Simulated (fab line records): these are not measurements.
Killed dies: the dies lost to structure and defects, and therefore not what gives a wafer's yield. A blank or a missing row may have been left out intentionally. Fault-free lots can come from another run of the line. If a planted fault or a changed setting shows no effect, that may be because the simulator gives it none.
A single fault, viewed from 3 desks || flow nand_harc || each desk has only its own numbers; what lay behind them comes last

## METROLOGY DESK
What the gauges read for every lot (on any tool): the sampled wafers with a number, averaged. Marked OUT: a lot whose mean sits more than 4 standard deviations from the usual mean, which makes it out of limits; the brackets give that distance.
Columns: A = cd_nm at NHARC_A_CHANNEL_HOLE_D2_CD_MEAS_31, usual 90.0 nm
{"lot": "L693", "first seen here": "day 14 21:02", "A": 88.9}
{"lot": "L694", "first seen here": "day 15 01:13", "A": 89.7}
{"lot": "L695", "first seen here": "day 16 00:14", "A": 89.1}
{"lot": "L702", "first seen here": "day 18 08:01", "A": 91.3}
{"lot": "L705", "first seen here": "day 19 13:26", "A": 88.5}
{"lot": "L714", "first seen here": "day 23 06:46", "A": 90.9}
Finding of this desk: none of the 6 lots has anything out of limits.

## THE TOOL OWNER'S DESK: ald_hk-03
The tool's own readings at NHARC_A_CHANNEL_FILL_D2_ALD_14 (deposits SiO2, target thk 2.5 nm, pulse time 10 s, ald cycles 25): means of the sampled wafers that have a number, for each lot that ran on this tool. Marked OUT: a lot whose mean sits more than 4 standard deviations from the usual mean, which makes it out of limits; the brackets give that distance.
Columns: A = heater_power_w at NHARC_A_CHANNEL_FILL_D2_ALD_14, usual 501 W; B = precursor_pulse_height_rel at NHARC_A_CHANNEL_FILL_D2_ALD_14, usual 0.998
{"lot": "L694", "first seen here": "day 15 10:08", "A": 507, "B": 0.989}
{"lot": "L702", "first seen here": "day 18 16:19", "A": 481, "B": 0.997}
{"lot": "L705", "first seen here": "day 19 19:34", "A": 496, "B": 1.028}
{"lot": "L714", "first seen here": "day 23 14:11", "A": 467, "B": 1.016}
Finding of this desk: none of the 4 lots has anything out of limits.

## THE DEFECT DESK
Counts from the inspections along the route, per lot, as means over the sampled wafers that have a number. Marked OUT: a lot whose mean sits more than 4 standard deviations from the usual mean, which makes it out of limits; the brackets give that distance.
Columns: A = raw_defect_count at NHARC_A_CHANNEL_HOLE_D2_INSPECT_40, usual 284
{"lot": "L693", "first seen here": "day 14 21:14", "A": 239}
{"lot": "L694", "first seen here": "day 15 01:23", "A": 197}
{"lot": "L695", "first seen here": "day 16 00:25", "A": 390}
{"lot": "L702", "first seen here": "day 18 08:12", "A": 231}
{"lot": "L705", "first seen here": "day 19 13:37", "A": 244}
{"lot": "L714", "first seen here": "day 23 06:57", "A": 312}
Finding of this desk: none of the 6 lots has anything out of limits.

## BROUGHT TOGETHER
Nothing out of limits was seen by the metrology desk.
Nothing out of limits was seen by the tool owner's desk.
Nothing the defect desk looked at was out of limits.

## WHAT HAD BEEN PUT IN BY THE SIMULATOR
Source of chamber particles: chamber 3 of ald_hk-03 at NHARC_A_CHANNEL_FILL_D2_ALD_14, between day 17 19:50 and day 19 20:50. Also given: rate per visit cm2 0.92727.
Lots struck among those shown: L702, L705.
